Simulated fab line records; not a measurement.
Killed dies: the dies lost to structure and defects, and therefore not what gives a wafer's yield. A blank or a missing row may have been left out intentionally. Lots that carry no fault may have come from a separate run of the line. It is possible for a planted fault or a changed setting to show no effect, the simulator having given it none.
fab line records    flow n5Finfet
[record] lots = 7  wafers = 19  lastDay = 19
route steps=1938 shown MIM_TOP_LITHO@1846 MIM_TOP_ETCH@1851 MIM_BOT_LITHO@1854
lots with no fault: from the same line, run without faults
startH: hours from the record's opening day to when the first of the lot's shown wafers began    waitH: hours elapsed since this lot's preceding step    " as in the row above    L1.1+2: several wafers, shown together as one row    - value missing, or start not given    * or withheld: withheld    < > ~ a bound
route shown NAME@n: NAME is a module with steps in the file, n the number in the route of the first one    usual: mean/standard deviation of fault-free wafers    same: alike in all rows    chamber/n: place in a boat    sites: each site's reading    _std_site: the standard deviation of these    _edge_site: mean of outer sites minus mean of inner sites    radiusMm: for every site, how far away it sits from the centre of the wafer    mask NAME#n: copy n    behind: the last tool/chamber to shape the wafer    hold: cause of the lot's hold/its duration in hours/its outcome    device: transistor that didn't switch, given as n, p or np    end of line: tests of these same wafers at the route's end    step lacking rows: just its recipe    killed: count of dies lost to structure and defects at first sort (not the wafer's yield)    map: a wafer's dies, x killed, . not, _ none there
set.NAME: setting as actually run; set.NAME@STEP: the setting as run at that earlier step    model.NAME: the simulator's own value behind a step, which no gauge read
a table for each step, a row for each wafer; lots at some steps of the route
services: the hour from which a tool's chamber was out of use, counted from the record's first day as startH (under 0 if before that day), plus the number of hours and why
[[steps]]
[step N5_MIM_TOP_LITHO_HARDBAKE_09]
[recipe] tempC = 130  timeS = 120
[step N5_MIM_TOP_LITHO_CD_MEAS_08]
[recipe] targetCdNm = 2000  landingEnergyEv = 500  detector = seInlens
[usual] cdNm = 2000.0/1.3
lot.wafer  tool      chamber  startH  waitH  cdNm
L876.1     cdSem-03  0        329.79  -      2000.0
L876.4     "         0        "       "      1999.6
L876.6     "         0        "       "      1998.9
L880.1     cdSem-02  0        337.31  -      1999.5
L880.2     "         0        "       "      1998.8
L880.5     "         0        "       "      2001.6
L886.1     cdSem-02  0        381.54  -      2000.1
L886.3     "         0        "       "      1999.9
L886.5     "         0        "       "      2000.3
L887.1     cdSem-01  0        383.18  -      1998.1
L887.3     "         0        "       "      1998.0
L887.4     "         0        "       "      1997.8
L888.3     cdSem-02  0        404.49  -      2000.5
L888.5     "         0        "       "      2001.2
L889.3     cdSem-01  0        411.54  -      1996.6
L889.5     "         0        "       "      1997.6
L895.2     cdSem-03  0        455.77  -      2000.3
L895.3     "         0        "       "      1999.4
L895.6     "         0        "       "      2000.4
[step N5_MIM_TOP_LITHO_OVL_MEAS_11]
[recipe] pointsPerWafer = 44
[usual] MIM_TOP_OVL = -5/5.8
lot.wafer  tool        chamber  startH  waitH  MIM_TOP_OVL[nm]
L876.1     overlay-01  0        329.82  0.0    -7
L876.4     "           0        "       "      -11
L876.6     "           0        "       "      -14
L880.1     overlay-01  0        337.34  0.0    -8
L880.2     "           0        "       "      -12
L880.5     "           0        "       "      -12
L886.1     overlay-02  0        381.57  0.0    -2
L886.3     "           0        "       "      -5
L886.5     "           0        "       "      -7
L887.1     overlay-01  0        383.21  0.0    -5
L887.3     "           0        "       "      -7
L887.4     "           0        "       "      -8
L888.3     overlay-01  0        404.52  0.0    -1
L888.5     "           0        "       "      3
L889.3     overlay-01  0        411.57  0.0    4
L889.5     "           0        "       "      -10
L895.2     overlay-01  0        455.80  0.0    -2
L895.3     "           0        "       "      -6
L895.6     "           0        "       "      1
[step N5_MIM_TOP_LITHO_INSPECT_12]
[recipe] mode = adi  inspectInstrument = macro
[usual] rawDefectCount = 1.9/1.4
lot.wafer  tool              chamber  startH  waitH  rawDefectCount
L876.1     defectInspect-02  -        329.85  0.0    1
L876.4     "                 -        "       "      0
L876.6     "                 -        "       "      1
L880.1     defectInspect-02  -        337.37  0.0    1
L880.2     "                 -        "       "      0
L880.5     "                 -        "       "      1
L886.1     defectInspect-02  -        381.59  0.0    2
L886.3     "                 -        "       "      3
L886.5     "                 -        "       "      2
L887.1     defectInspect-01  -        383.23  0.0    0
L887.3     "                 -        "       "      1
L887.4     "                 -        "       "      3
L888.3     defectInspect-01  -        404.55  0.0    2
L888.5     "                 -        "       "      0
L889.3     defectInspect-02  -        411.60  0.0    0
L889.5     "                 -        "       "      1
L895.2     defectInspect-01  -        455.82  0.0    1
L895.3     "                 -        "       "      2
L895.6     "                 -        "       "      2
[step N5_MIM_TOP_LITHO_DESCUM_10]
[recipe] chemistry = O2  timeS = 7.9  sourcePowerW = 50  biasPowerW = 20  pressureMtorr = 20  rfFrequencyHz = 2.712e+07  tempC = 40  o2FlowSccm = 225
[usual] drypumpMotorCurrentA = 5.50/0.21  oesProductAu = 0.78/0.085  rfVppV = 243.0/1.4  showerheadPlenumPTorr = 2.08/0.079  throttleValvePct = 20.40/0.26
lot.wafer  tool        chamber  startH  waitH  drypumpMotorCurrentA  oesProductAu  rfHoursCounterH  rfVppV  showerheadPlenumPTorr  throttleValvePct
L876.1     rieDiel-06  2        329.88  0.0    5.26                  0.69          236              243.0   2.07                   20.27
L876.4     "           0        "       "      5.52                  0.70          240              241.1   1.97                   20.70
L876.6     "           0        "       "      5.51                  0.71          -                241.0   1.97                   20.70
L880.1     rieDiel-03  3        337.67  0.3    5.27                  0.79          103              243.3   2.11                   20.75
L880.2     "           0        "       "      5.43                  0.70          210              242.3   2.08                   20.49
L880.5     "           0        "       "      5.43                  0.70          -                243.5   2.08                   20.47
L886.1     rieDiel-06  3        381.64  0.0    5.31                  0.73          199              240.7   2.08                   20.66
L886.3     "           1        "       "      5.89                  0.72          163              243.3   2.08                   20.04
L886.5     "           3        "       "      5.28                  0.73          -                243.0   2.08                   20.68
L887.1     rieDiel-06  0        383.31  0.1    5.54                  0.97          3                244.7   2.23                   20.35
L887.3     "           1        "       "      5.88                  0.72          164              244.8   2.08                   20.04
L887.4     "           0        "       "      5.55                  0.96          -                244.7   2.23                   20.36
L888.3     rieDiel-03  0        404.99  0.4    5.42                  0.68          229              243.3   2.07                   20.50
L888.5     "           3        "       "      5.28                  0.78          -                242.9   2.10                   20.79
L889.3     rieDiel-03  3        411.85  0.3    5.29                  0.79          123              243.3   2.10                   20.79
L889.5     "           3        "       "      5.28                  0.79          -                242.4   2.10                   20.79
L895.2     rieDiel-05  2        455.85  0.0    5.87                  0.89          32               241.7   2.05                   20.03
L895.3     "           1        "       "      5.55                  0.82          87               243.9   2.12                   20.51
L895.6     "           3        "       "      5.60                  0.78          -                242.8   2.10                   20.46
[step N5_MIM_TOP_ETCH_ETCH_00]
[recipe] chemistry = Cl2/BCl3  target = TiN  targetDepthA = 385  ionEnergyEv = 150  pressureMtorr = 10  icpW = 1000  biasW = 126  Cl2_flow_sccm = 53.25  bcl3FlowSccm = 21.75  Ar_flow_sccm = 25
[usual] drypumpMotorCurrentA = 5.3/0.42  mfcArSccm = 24.99/0.077  oesProductAu = 0.83/0.073  throttleValvePct = 22.59/0.17
lot.wafer  tool         chamber  startH  waitH  drypumpMotorCurrentA  mfcArSccm  oesProductAu  rfHoursCounterH  throttleValvePct
L876.1     rieMetal-03  0        329.97  0.1    6.0                   24.94      0.96          3                22.32
L876.4     "            1        "       "      5.4                   25.00      0.77          -                22.84
L876.6     "            0        "       "      6.0                   25.10      0.97          -                22.30
L880.1     rieMetal-01  1        337.76  0.1    5.0                   24.93      0.86          12               22.53
L880.2     "            0        "       "      5.0                   25.12      0.78          39               22.61
L880.5     "            1        "       "      5.0                   25.04      0.87          -                22.55
L886.1     rieMetal-03  0        381.73  0.1    6.0                   25.14      0.90          8                22.32
L886.3     "            1        "       "      5.4                   25.00      0.75          -                22.86
L886.5     "            1        "       "      5.4                   24.98      0.75          -                22.86
L887.1     rieMetal-03  0        383.39  0.1    6.0                   25.06      0.91          8                22.35
L887.3     "            0        "       "      6.0                   25.09      0.91          -                22.33
L887.4     "            1        "       "      5.4                   24.99      0.75          -                22.88
L888.3     rieMetal-01  0        405.12  0.1    5.0                   25.06      0.76          -                22.62
L888.5     "            1        "       "      5.0                   24.93      0.84          -                22.55
L889.3     rieMetal-01  0        411.98  0.1    5.0                   24.94      0.76          -                22.62
L889.5     "            0        "       "      5.0                   25.04      0.77          -                22.63
L895.2     rieMetal-01  1        455.95  0.1    5.0                   24.98      0.82          22               22.57
L895.3     "            0        "       "      5.0                   24.94      0.75          -                22.62
L895.6     "            1        "       "      5.0                   25.00      0.82          -                22.57
[step N5_MIM_TOP_ETCH_STRIP_01]
[recipe] chemistry = O2  powerW = 600  tempC = 60  pressureMtorr = 30  rfFrequencyHz = 6e+07  biasPowerW = 0  overashFraction = 0.5  o2FlowSccm = 225
[usual] drypumpMotorCurrentA = 5.4/0.47  oesProductAu = 0.79/0.092  rfVppV = 3.6/1.4  showerheadPlenumPTorr = 2.15/0.046  throttleValvePct = 16.66/0.2
lot.wafer  tool        chamber  startH  waitH  drypumpMotorCurrentA  oesProductAu  rfHoursCounterH  rfVppV  showerheadPlenumPTorr  throttleValvePct
L876.1     rieDiel-01  2        330.11  0.1    5.0                   0.72          196              2.5     2.09                   16.92
L876.4     "           1        "       "      5.7                   0.91          18               3.4     2.14                   16.60
L876.6     "           3        "       "      4.6                   0.70          -                4.8     2.16                   16.59
L880.1     rieDiel-04  2        337.90  0.1    5.5                   0.68          243              2.8     2.06                   16.88
L880.2     "           3        "       "      5.6                   0.71          188              3.4     2.09                   16.65
L880.5     "           1        "       "      6.1                   0.91          -                3.0     2.23                   16.41
L886.1     rieDiel-04  3        381.94  0.2    5.6                   0.72          200              3.3     2.08                   16.70
L886.3     "           0        "       "      6.1                   0.88          51               3.5     2.13                   16.63
L886.5     "           0        "       "      6.1                   0.89          -                1.0     2.13                   16.67
L887.1     rieDiel-02  2        383.53  0.1    4.8                   0.78          127              2.3     2.19                   17.12
L887.3     "           0        "       "      5.1                   0.98          0                3.6     2.15                   16.47
L887.4     "           3        "       "      5.5                   0.77          135              3.0     2.18                   16.50
L888.3     rieDiel-02  1        405.35  0.2    5.0                   0.70          219              4.9     2.17                   16.58
L888.5     "           0        "       "      5.1                   0.92          -                4.7     2.14                   16.47
L889.3     rieDiel-04  3        412.08  0.1    5.6                   0.71          209              4.2     2.08                   16.67
L889.5     "           0        "       "      6.1                   0.86          -                3.3     2.13                   16.71
L895.2     rieDiel-01  3        456.09  0.1    4.7                   0.69          242              3.0     2.15                   16.65
L895.3     "           2        "       "      5.0                   0.71          232              6.0     2.08                   16.98
L895.6     "           2        "       "      5.0                   0.69          -                3.5     2.08                   16.95
[step N5_MIM_TOP_ETCH_PECVD_03]
[recipe] material = SiNx  targetThkA = 200  tempC = 400  precursor = SiH4/NH3/N2  pressureTorr = 1.5  rfW = 300  timeS = 17.6
[usual] heaterPowerW = 741/83  showerheadPlenumPTorr = 5.16/0.064  throttleValvePct = 39.5/2.2
lot.wafer  tool      chamber  startH  waitH  heaterPowerW  showerheadPlenumPTorr  throttleValvePct
L876.1     pecvd-01  1        330.17  -      738           5.14                   40.6
L876.4     "         0        "       "      690           5.05                   38.6
L876.6     "         1        "       "      752           5.16                   40.4
L880.1     pecvd-04  0        337.96  -      768           5.16                   42.6
L880.2     "         1        "       "      876           5.28                   37.2
L880.5     "         2        "       "      695           5.18                   39.0
L886.1     pecvd-01  0        382.00  -      577           5.03                   38.2
L886.3     "         0        "       "      590           5.03                   38.6
L886.5     "         0        "       "      613           5.04                   38.6
L887.1     pecvd-01  1        383.61  -      798           5.15                   40.5
L887.3     "         1        "       "      794           5.14                   40.3
L887.4     "         0        "       "      576           5.04                   38.3
L888.3     pecvd-02  0        405.43  -      634           5.18                   43.7
L888.5     "         2        "       "      848           5.18                   37.8
L889.3     pecvd-01  2        412.14  -      785           5.20                   36.8
L889.5     "         1        "       "      797           5.15                   40.5
L895.2     pecvd-01  0        456.15  -      595           5.04                   38.8
L895.3     "         2        "       "      847           5.19                   37.0
L895.6     "         1        "       "      740           5.15                   40.5
[step N5_MIM_BOT_LITHO_HMDS_01]
[recipe] timeS = 60  tempC = 120
[step N5_MIM_BOT_LITHO_COAT_02]
[recipe] spinRpm = *  resistThkNm = *
[step N5_MIM_BOT_LITHO_EBR_04]
[recipe] solvent = PGMEA  ebrWidthMm = 1.5
[step N5_MIM_BOT_LITHO_SOFTBAKE_03]
[recipe] tempC = 100  timeS = 90
[step N5_MIM_BOT_LITHO_EXPOSE_05]
[recipe] maskId = MIM_BOT  na = 0.55  sourceShape = conventional  sigmaOuter = 0.8  polarization = unpolarized  doseMj = 24.25
lot.wafer   tool           chamber  startH  waitH  mask
L876.1+4+6  krfScanner-02  0        330.48  -      MIM_BOT#0
L880.1+2+5  krfScanner-01  0        338.14  -      MIM_BOT#0
L886.1+3+5  krfScanner-01  0        382.21  -      MIM_BOT#0
L887.1+3+4  krfScanner-02  0        383.93  -      MIM_BOT#0
L888.3+5    krfScanner-01  0        405.75  -      MIM_BOT#0
L889.3+5    krfScanner-01  0        412.33  -      MIM_BOT#0
L895.2+3+6  krfScanner-02  0        456.46  -      MIM_BOT#0
[step N5_MIM_BOT_LITHO_PEB_06]
[recipe] pebTempC = withheld  pebTimeS = *
[step N5_MIM_BOT_LITHO_DEVELOP_07]
[recipe] developTimeS = 60  rinseLiquid = diw  dry = airSpin  devTempC = 21
[step N5_MIM_BOT_LITHO_HARDBAKE_09]
[recipe] tempC = 130  timeS = 120
[step N5_MIM_BOT_LITHO_CD_MEAS_08]
[recipe] targetCdNm = 3000  landingEnergyEv = 500  detector = seInlens  polarity = opening
[usual] cdNm = 2999.7/1.5
lot.wafer  tool      chamber  startH  waitH  cdNm
L876.1     cdSem-01  0        330.65  -      3000.4
L876.4     "         0        "       "      2998.9
L876.6     "         0        "       "      2999.9
L880.1     cdSem-01  0        338.32  -      3000.6
L880.2     "         0        "       "      2999.9
L880.5     "         0        "       "      3000.1
L886.1     cdSem-02  0        382.38  -      3051.6
L886.3     "         0        "       "      3002.0
L886.5     "         0        "       "      3052.2
L887.1     cdSem-01  0        384.11  -      2998.0
L887.3     "         0        "       "      2999.2
L887.4     "         0        "       "      2998.7
L888.3     cdSem-01  0        405.92  -      3001.6
L888.5     "         0        "       "      3051.6
L889.3     cdSem-02  0        412.50  -      3001.4
L889.5     "         0        "       "      3055.1
L895.2     cdSem-02  0        456.64  -      2996.6
L895.3     "         0        "       "      2997.8
L895.6     "         0        "       "      2998.5
[step N5_MIM_BOT_LITHO_OVL_MEAS_11]
[recipe] pointsPerWafer = 44
[usual] MIM_BOT_OVL = -4/4.9
lot.wafer  tool        chamber  startH  waitH  MIM_BOT_OVL[nm]
L876.1     overlay-02  0        330.68  0.0    -5
L876.4     "           0        "       "      -6
L876.6     "           0        "       "      -8
L880.1     overlay-02  0        338.35  0.0    -7
L880.2     "           0        "       "      -2
L880.5     "           0        "       "      -4
L886.1     overlay-02  0        382.41  0.0    1
L886.3     "           0        "       "      -4
L886.5     "           0        "       "      0
L887.1     overlay-01  0        384.14  0.0    5
L887.3     "           0        "       "      5
L887.4     "           0        "       "      -1
L888.3     overlay-01  0        405.94  0.0    -9
L888.5     "           0        "       "      -10
L889.3     overlay-01  0        412.53  0.0    0
L889.5     "           0        "       "      -1
L895.2     overlay-01  0        456.66  0.0    2
L895.3     "           0        "       "      -5
L895.6     "           0        "       "      2
[[services]]
tool           chamber  startH  hours  kind
pecvd-04       -        309.82  0.5    repair
krfScanner-01  -        310.03  1.0    pm
rieDiel-06     2        311.68  4.3    repair
rieDiel-06     -        315.30  0.9    repair
rieDiel-05     1        340.08  4.4    repair
rieDiel-05     2        342.03  3.2    repair
rieDiel-01     3        342.61  28.4   repair
rieDiel-01     -        343.93  0.2    repair
rieDiel-02     3        351.99  7.2    repair
krfScanner-01  -        367.23  1.3    pm
rieDiel-03     1        369.64  16.3   repair
pecvd-01       2        373.13  10.6   repair
krfScanner-02  -        393.68  4.0    pm
rieDiel-06     3        398.74  2.8    repair
rieDiel-04     2        404.85  1.6    repair
rieDiel-02     2        407.57  1.4    repair
rieDiel-01     -        413.97  2.1    repair
rieDiel-03     3        417.16  6.7    repair
krfScanner-01  -        420.47  0.8    pm
krfScanner-01  -        425.81  4.0    pm
pecvd-01       -        428.03  6.0    pm
krfScanner-02  -        436.09  0.1    repair
rieDiel-04     -        436.28  2.6    repair
krfScanner-02  -        447.33  1.0    pm
[[key]]
[firstSign] step = N5_MIM_BOT_LITHO_CD_MEAS_08  reading = cdNm  direction = up  sigmas = 35  usual = 2999.7  struck = 3052.6
effect none on later readings
metAt N5_MIM_BOT_LITHO_EXPOSE_05
struckWafers L886.1,L886.5,L888.5,L889.5
onsetBetween 338.14 382.21
[fault] kind = processParameterDrift  tool = krfScanner-01  chamber = -  onsetH = 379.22  steps = N5_MIM_BOT_LITHO_EXPOSE_05  channel = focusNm  offset = 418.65  shape = step  endH = 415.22  scope = struckWafersOnly
